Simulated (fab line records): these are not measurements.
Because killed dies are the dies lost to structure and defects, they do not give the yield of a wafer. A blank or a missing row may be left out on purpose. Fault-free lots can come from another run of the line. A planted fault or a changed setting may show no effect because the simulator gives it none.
fab line records || flow nand-harc
[record] {"lots": 7, "wafers": 21, "last-day": 24}
route steps=1159 shown P_STI@70
lots with no fault: from the same line, run without faults
start-h: start of the lot's first displayed wafer, in hours after the record's first day || wait-h: hours since the lot's step before || " same as the row above || L1.1+2: one row covering several wafers at once || - either no value or no given start || * or withheld: withheld || < > ~ a bound
route shown NAME@n: a module of which the file shows steps, and the number in the route of the first || usual: average and standard deviation across the fault-free wafers || same: alike in all rows || chamber/n: place in a boat || sites: per-site readings || _std_site: the standard deviation of these || _edge_site: outer sites' mean less inner sites' || radius-mm: how far each site lies from the wafer's centre || mask NAME#n: copy n || behind: the tool/chamber that last shaped the wafer || hold: the reason the lot was held/the length of the hold in hours/how it ended || device: the n, p or np transistor that did not switch || end of line: the same wafers' tests at the end of the route || a step with no rows: only its recipe || killed: count of dies lost to structure and defects at first sort (not the wafer's yield) || map: shows each die of a wafer: x if killed, . if not, _ if none is there
set.NAME: the setting as run; set.NAME@STEP: as run at that earlier step || model.NAME: the simulator's own value behind a step, which no gauge read
lots at selected steps of the route; one table per step, one row per wafer
services: when a tool's chamber went out of use (start-h, in hours from the record's first day, below 0 if earlier), for how many hours, and the reason
[[steps]]
[step NHARC_P_STI_PRECLEAN_27]
[recipe] {"time-s": "*", "temp-c": 50, "bath-age-min": 0, "chemistry": "SC1"}
[step NHARC_P_STI_SRD_28]
[step NHARC_P_STI_OXIDE_29]
[recipe] {"target-thk-a": 100, "temp-c": 900, "ox-time-s": 1362, "material": "SiO2"}
[step NHARC_P_STI_HM_DEP_30]
[recipe] {"target-thk-a": 800, "temp-c": 790, "pressure-mtorr": 300, "time-s": 873, "material": "Si3N4"}
[step NHARC_P_STI_DEHYDRATE_01]
[recipe] {"temp-c": 150, "time-s": 120}
[step NHARC_P_STI_HMDS_02]
[recipe] {"time-s": 30}
[step NHARC_P_STI_COAT_41]
[recipe] {"temp-c": 200, "time-s": 65}
[step NHARC_P_STI_COAT_03]
[recipe] {"spin-rpm": 2000, "resist-thk-nm": 600}
[step NHARC_P_STI_SOFTBAKE_04]
[recipe] {"temp-c": 125, "time-s": 70}
[step NHARC_P_STI_EBR_05]
[step NHARC_P_STI_EXPOSE_06]
[recipe] {"na": 0.55, "target-cd-nm": 200, "dose-mj": 37.69, "mask-id": "P_STI"}
[step NHARC_P_STI_PEB_07]
[recipe] {"peb-temp-c": 128, "peb-time-s": 80}
[step NHARC_P_STI_DEVELOP_08]
[recipe] {"time-s": 50, "dev-temp-c": 22}
[usual] {"chill-plate-temp-C": "22.97/0.1", "developer-temp-C": "22.01/0.1", "resist-line-temp-C": "22.98/0.1"}
{"lot.wafer": "L232.2", "tool": "litho-track-03", "chamber": 0, "start-h": 37, "wait-h": "-", "chill-plate-temp-C": 22.80, "developer-temp-C": 21.81, "resist-line-temp-C": 22.91}
{"lot.wafer": "L232.5", "tool": "litho-track-03", "chamber": 0, "start-h": 37, "wait-h": "-", "chill-plate-temp-C": 22.93, "developer-temp-C": 21.93, "resist-line-temp-C": 22.97}
{"lot.wafer": "L232.6", "tool": "litho-track-03", "chamber": 0, "start-h": 37, "wait-h": "-", "chill-plate-temp-C": 22.98, "developer-temp-C": 22.03, "resist-line-temp-C": 22.91}
{"lot.wafer": "L239.2", "tool": "litho-track-03", "chamber": 0, "start-h": 84, "wait-h": "-", "chill-plate-temp-C": 22.97, "developer-temp-C": 22.16, "resist-line-temp-C": 23.06}
{"lot.wafer": "L239.4", "tool": "litho-track-03", "chamber": 0, "start-h": 84, "wait-h": "-", "chill-plate-temp-C": 23.04, "developer-temp-C": 22.09, "resist-line-temp-C": 23.08}
{"lot.wafer": "L239.6", "tool": "litho-track-03", "chamber": 0, "start-h": 84, "wait-h": "-", "chill-plate-temp-C": 22.87, "developer-temp-C": 22.16, "resist-line-temp-C": 22.97}
{"lot.wafer": "L242.1", "tool": "litho-track-03", "chamber": "-", "start-h": 103, "wait-h": "-", "chill-plate-temp-C": "-", "developer-temp-C": "-", "resist-line-temp-C": "-"}
{"lot.wafer": "L242.2", "tool": "litho-track-03", "chamber": "-", "start-h": 103, "wait-h": "-", "chill-plate-temp-C": "-", "developer-temp-C": "-", "resist-line-temp-C": "-"}
{"lot.wafer": "L242.4", "tool": "litho-track-03", "chamber": "-", "start-h": 103, "wait-h": "-", "chill-plate-temp-C": "-", "developer-temp-C": "-", "resist-line-temp-C": "-"}
{"lot.wafer": "L243.2", "tool": "litho-track-05", "chamber": "-", "start-h": 103, "wait-h": "-", "chill-plate-temp-C": "-", "developer-temp-C": "-", "resist-line-temp-C": "-"}
{"lot.wafer": "L243.4", "tool": "litho-track-05", "chamber": "-", "start-h": 103, "wait-h": "-", "chill-plate-temp-C": "-", "developer-temp-C": "-", "resist-line-temp-C": "-"}
{"lot.wafer": "L243.5", "tool": "litho-track-05", "chamber": "-", "start-h": 103, "wait-h": "-", "chill-plate-temp-C": "-", "developer-temp-C": "-", "resist-line-temp-C": "-"}
{"lot.wafer": "L244.1", "tool": "litho-track-05", "chamber": "-", "start-h": 112, "wait-h": "-", "chill-plate-temp-C": "-", "developer-temp-C": "-", "resist-line-temp-C": "-"}
{"lot.wafer": "L244.2", "tool": "litho-track-05", "chamber": "-", "start-h": 112, "wait-h": "-", "chill-plate-temp-C": "-", "developer-temp-C": "-", "resist-line-temp-C": "-"}
{"lot.wafer": "L244.4", "tool": "litho-track-05", "chamber": "-", "start-h": 112, "wait-h": "-", "chill-plate-temp-C": "-", "developer-temp-C": "-", "resist-line-temp-C": "-"}
{"lot.wafer": "L245.2", "tool": "litho-track-03", "chamber": 0, "start-h": 120, "wait-h": "-", "chill-plate-temp-C": 22.89, "developer-temp-C": 22.16, "resist-line-temp-C": 23.03}
{"lot.wafer": "L245.5", "tool": "litho-track-03", "chamber": 0, "start-h": 120, "wait-h": "-", "chill-plate-temp-C": 23.03, "developer-temp-C": 22.06, "resist-line-temp-C": 22.87}
{"lot.wafer": "L245.6", "tool": "litho-track-03", "chamber": 0, "start-h": 120, "wait-h": "-", "chill-plate-temp-C": 22.88, "developer-temp-C": 22.14, "resist-line-temp-C": 22.89}
{"lot.wafer": "L252.1", "tool": "litho-track-05", "chamber": 0, "start-h": 157, "wait-h": "-", "chill-plate-temp-C": 22.98, "developer-temp-C": 21.92, "resist-line-temp-C": 22.84}
{"lot.wafer": "L252.4", "tool": "litho-track-05", "chamber": 0, "start-h": 157, "wait-h": "-", "chill-plate-temp-C": 23.07, "developer-temp-C": 22.06, "resist-line-temp-C": 22.85}
{"lot.wafer": "L252.5", "tool": "litho-track-05", "chamber": 0, "start-h": 157, "wait-h": "-", "chill-plate-temp-C": 22.90, "developer-temp-C": 22.05, "resist-line-temp-C": 22.92}
[[services]]
{"tool": "litho-track-03", "chamber": "-", "start-h": 38.00, "hours": 7.0, "kind": "pm"}
{"tool": "litho-track-05", "chamber": "-", "start-h": 62.00, "hours": 7.0, "kind": "pm"}
[[key]]
[first-sign] {"step": "NHARC_P_STI_DEVELOP_08", "reading": "tool-record", "direction": "missing"}
effect none on later readings
met-at NHARC_P_STI_DEVELOP_08
struck-wafers L242.1,L242.2,L242.4,L243.2,L243.4,L243.5,L244.1,L244.2,L244.4
later-rows-left-out L242.1,L242.2,L242.4,L243.2,L243.4,L243.5,L244.1,L244.2,L244.4
sort-left-out L242.1,L242.2,L242.4,L243.2,L243.4,L243.5,L244.1,L244.2,L244.4
tester-left-out L242,L243,L244
onset-between 84 103
[fault] {"kind": "skipped-step-whole", "tool": "litho-track-03,litho-track-05", "chamber": "-", "onset-h": 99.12, "steps": "NHARC_P_STI_DEVELOP_08", "scope": "struck-lots-only"}
// tester-left-out: of these lots the tester's yield and bins aren't shown, on N5 and GAA mostly nor the transistor test; their killed dies are dies lost to structure and defects alone, not to doping, threshold or leakage, so they don't give the yield
// sort-left-out: the simulated sort isn't trusted on such a fault, so these wafers' sort isn't shown, and their yield isn't known
// later-rows-left-out: the simulator's readings of these wafers behind a module that went badly wrong aren't trusted and aren't shown, but for the sort
